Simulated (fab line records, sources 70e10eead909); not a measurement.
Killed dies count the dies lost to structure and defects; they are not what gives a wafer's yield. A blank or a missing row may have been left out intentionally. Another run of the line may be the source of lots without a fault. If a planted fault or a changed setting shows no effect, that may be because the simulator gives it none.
Chamber matching :: flow nand_harc :: NHARC_A_STAIRCASE_DEP_259 on pecvd-03 has 3 sister chambers
The step deposits SiON, target thk 30 nm. 6 wafers are shown with their chamber, then 9 later ones without.

== WAFERS WITH THEIR CHAMBER ==
wafer: L643.3
chamber: 0
heater_power_w (W): 690

wafer: L643.6
chamber: 0
heater_power_w (W): 667

wafer: L642.3
chamber: 2
heater_power_w (W): 651

wafer: L645.1
chamber: 2
heater_power_w (W): 767

wafer: L645.2
chamber: 1
heater_power_w (W): 727

wafer: L645.4
chamber: 1
heater_power_w (W): 701

== WAFERS WITHOUT THEIR CHAMBER ==
wafer: L655.2
heater_power_w (W): 664

wafer: L655.3
heater_power_w (W): 766

wafer: L655.6
heater_power_w (W): 660

wafer: L659.3
heater_power_w (W): 627

wafer: L659.4
heater_power_w (W): 636

wafer: L659.6
heater_power_w (W): 734

wafer: L658.1
heater_power_w (W): 780

wafer: L658.2
heater_power_w (W): 679

wafer: L658.3
heater_power_w (W): 582

== THE CHAMBER EACH PASSED THROUGH ==
wafer: L655.2
from the rows above: can't be placed: 0 or 2 or 1
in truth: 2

wafer: L655.3
from the rows above: can't be placed: 1 or 2 or 0
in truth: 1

wafer: L655.6
from the rows above: can't be placed: 0 or 2 or 1
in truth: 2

wafer: L659.3
from the rows above: can't be placed: 0 or 2 or 1
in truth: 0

wafer: L659.4
from the rows above: can't be placed: 0 or 2 or 1
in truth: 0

wafer: L659.6
from the rows above: can't be placed: 1 or 2 or 0
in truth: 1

wafer: L658.1
from the rows above: can't be placed: 1 or 2 or 0
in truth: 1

wafer: L658.2
from the rows above: can't be placed: 0 or 2 or 1
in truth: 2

wafer: L658.3
from the rows above: can't be placed: 0 or 2 or 1
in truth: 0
0 of 9 placed correctly. These rows do not allow placing 9 (true chamber among the candidates in 9). Number placed wrongly: 0.
How it was worked out, from the rows above alone: a wafer's distance from a chamber is the root of the sum, over the readings, of the square of ((its reading less the chamber's mean) divided by the reading's scatter). If the next closest chamber is less than 2 further off than the closest, the wafer can't be placed; otherwise it belongs to the closest. For every chamber, the mean is computed from those of its wafers that are shown. The scatter: the root of (the sum of the squares of (reading less its chamber's mean) over the shown wafers, divided by (wafers less chambers)).
